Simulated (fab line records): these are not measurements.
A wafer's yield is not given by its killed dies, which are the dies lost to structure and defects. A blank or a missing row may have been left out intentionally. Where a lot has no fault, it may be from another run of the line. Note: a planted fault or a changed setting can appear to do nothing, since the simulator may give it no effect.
Comparing a struck lot with a sound one + flow n5_finfet + 38 steps out of a route of 1938
Sound: the wafers L335.2, L335.3, L335.6. Struck: wafers L319.4, L319.6. (L319.5 of the same lot was not struck and is left out.) The cause comes at the end.
Each step with rows lists, per side, the tool, then ch with its chambers, then its first start. Under that, the readings that differ: sound wafers + struck wafers + difference of the means + sigmas: that difference in standard deviations of wafers without a fault.
alike: same words and numbers on both sides, and readings whose means sit less than 2 such deviations apart. not compared: any withheld reading, any reading some wafer has no value for, any bound like >300 that may hide the same value, and any number with overlapping values for which the record gives no deviation.
Wherever a step has rows on one side only, a row that says differs or no value, or a row with sigmas, the two part there. Non-overlapping numbers with no deviation appear without sigmas and do not part them. A reading missing from all wafers of one side parts the sides only when that side holds two or more wafers.

first, 8 steps without rows for these wafers: N5_MOL_CONTACT_COAG_PRECLEAN_138 (cleans in alkaline clean, time 60 s); N5_MOL_CONTACT_COAG_SRD_139 (time 30 s); N5_MOL_CONTACT_COAG_PRE_CLEAN_121; N5_MOL_CONTACT_COAG_CVD_140 (deposits W, target thk 66.5 nm, time 215 s); N5_MOL_CONTACT_COAG_PRECLEAN_127 (cleans in DIW, time 57.5 s); N5_MOL_CONTACT_COAG_SRD_128 (dry time 32 s); N5_MOL_CONTACT_COAG_CMP_52 (polishes, stops on SiO2, t overpolish 1.5 s, target thk 66.5 nm); N5_MOL_CONTACT_COAG_ANNEAL_112 (time 1800 s).
N5_BEOL_M0_SAQP_PECVD_00: deposits SiCN from 3MS/NH3, target thk 8 nm, time 14 s.
  sound on pecvd-04 ch 0,1,2, day 11 02:23; struck on pecvd-03 ch 1,2, day 7 07:28
| reading                                         | sound   | struck  | difference | sigmas |
|-------------------------------------------------|---------|---------|------------|--------|
| model.SiCN_of_BEOL_M0_SAQP_PECVD_00.thk_nm (nm) | 7.8 8 8 | 3.4 3.2 | -4.6       |        |
  alike: showerhead_plenum_p_Torr, throttle_valve_pct
then, 25 steps without rows for these wafers: N5_BEOL_M0_SAQP_ILD_DEP_01 (deposits SiOC from DEMS/O2, target thk 45.419 nm, time 8.7 s); N5_BEOL_M0_SAQP_HM_DEP_02 (deposits TiN, target thk 12 nm); N5_BEOL_M0_SAQP_PECVD_03 (deposits SiCN from 3MS/NH3, target thk 12 nm, time 21.1 s); N5_BEOL_M0_SAQP_PECVD_96 (deposits a-Si from SiH4/He, target thk 45 nm, time 45.2 s); N5_BEOL_M0_SAQP_PECVD_97 (deposits SiNx from SiH4/NH3/N2, target thk 23 nm, time 19.9 s); N5_BEOL_M0_SAQP_PECVD_04 (deposits a-Si from SiH4/He, target thk 60 nm, time 60.2 s); N5_BEOL_M0_SAQP_HM_DEP_111 (deposits SiO2 from SiH4/N2O, target thk 12 nm, time 7.2 s); N5_BEOL_M0_SAQP_COAT_81 (time 60 s, resist thk 100 nm); N5_BEOL_M0_SAQP_COAT_82 (time 60 s, resist thk 30 nm); N5_BEOL_M0_SAQP_COAT_08 (resist thk 90 nm); N5_BEOL_M0_SAQP_EBR_10; N5_BEOL_M0_SAQP_SOFTBAKE_09 (time 60 s); N5_BEOL_M0_SAQP_EXPOSE_11 (exposes mask M0 CORE, target cd 42 nm); N5_BEOL_M0_SAQP_PEB_12 (peb time 60 s); N5_BEOL_M0_SAQP_DEVELOP_13 (develop time 30 s); N5_BEOL_M0_SAQP_DESCUM_19 (chemistry O2, time 7.9 s); N5_BEOL_M0_SAQP_ETCH_83 (etches SiARC in CF4, target depth 39 nm, time 65 s); N5_BEOL_M0_SAQP_ETCH_84 (etches SOC in N2/H2, target depth 100 nm, overetch 20 nm, time 150 s); N5_BEOL_M0_SAQP_STRIP_80 (strips in N2/H2); N5_BEOL_M0_SAQP_HM_OPEN_112 (chemistry CHF3/O2, target SiO2, stops on a-Si, target depth 12 nm, time 13.5 s); N5_BEOL_M0_SAQP_STRIP_113 (strips in CHF3/O2); N5_BEOL_M0_SAQP_MANDREL_ETCH_20 (etches a-Si in HBr/Cl2, stops on SiNx, target depth 60 nm, bt time 10 s, time 30 s); N5_BEOL_M0_SAQP_STRIP_86 (strips in N2/H2); N5_BEOL_M0_SAQP_STRIP_115 (strips in post etch residue remover, time 60 s); N5_BEOL_M0_SAQP_SRD_93 (time 30 s).
N5_BEOL_M0_ETCH_109: etches SiCN in CH3F/O2, target depth 8 nm, overetch 2.4 nm, time 27.4 s.
  sound on rie_diel-03 ch 0,2, day 11 17:46; struck on rie_diel-01 ch 2,3, day 7 18:11
| reading                  | sound             | struck     | difference | sigmas |
|--------------------------|-------------------|------------|------------|--------|
| oes_product_au (a.u.)    | 0.63 0.67 0.67    | 0.42 0.48  | -0.21      | -4     |
| model.etch.depth_nm (nm) | 7.891 8.095 8.029 | 3.303 3.18 | -4.764     |        |
  alike: CH3F_flow_sccm, drypump_motor_current_A, rf_vpp_V, showerhead_plenum_p_Torr, throttle_valve_pct
  not compared: rf_hours_counter_h
N5_BEOL_M0_RS_MEAS_126: measurement is done with a four-point probe.
  sound: film_metro-01 at day 11 22:37; struck: film_metro-02 at day 7 20:56
| reading        | sound             | struck      | difference | sigmas |
|----------------|-------------------|-------------|------------|--------|
| M0_RS (ohm/sq) | 0.567 0.559 0.522 | 0.662 0.649 | +0.106     | +5     |
N5_BEOL_M4_RC_MEAS_101:
  sound on prober-01 ch 0, day 13 17:56; struck on prober-02 ch 0, day 9 19:56
| reading       | sound          | struck    | difference | sigmas |
|---------------|----------------|-----------|------------|--------|
| ION_P (uA/um) | 447 456 454    | 466 475   | +18        | +2     |
| VT_P (mV)     | -258 -254 -256 | -249 -247 | +8         | +2     |
  alike: DIBL_N, DIBL_P, IOFF_N, IOFF_P, ION_N, SS_N, SS_P, VT_N
-- record jumps: 4 days separate the struck wafers' starts on either side; left off in module BEOL_M4, taken up again in module PASSIVATION, whose first shown step is the route's number 1936 --
N5_PASSIVATION_PROBE_49:
  rows exist in the record for the struck wafers here (prober-01, day 14 04:13), but not for the sound ones

## WHERE THEY PART
First at N5_BEOL_M0_ETCH_109; last, within this record, at N5_PASSIVATION_PROBE_49.

WHY: the cause the simulator had injected
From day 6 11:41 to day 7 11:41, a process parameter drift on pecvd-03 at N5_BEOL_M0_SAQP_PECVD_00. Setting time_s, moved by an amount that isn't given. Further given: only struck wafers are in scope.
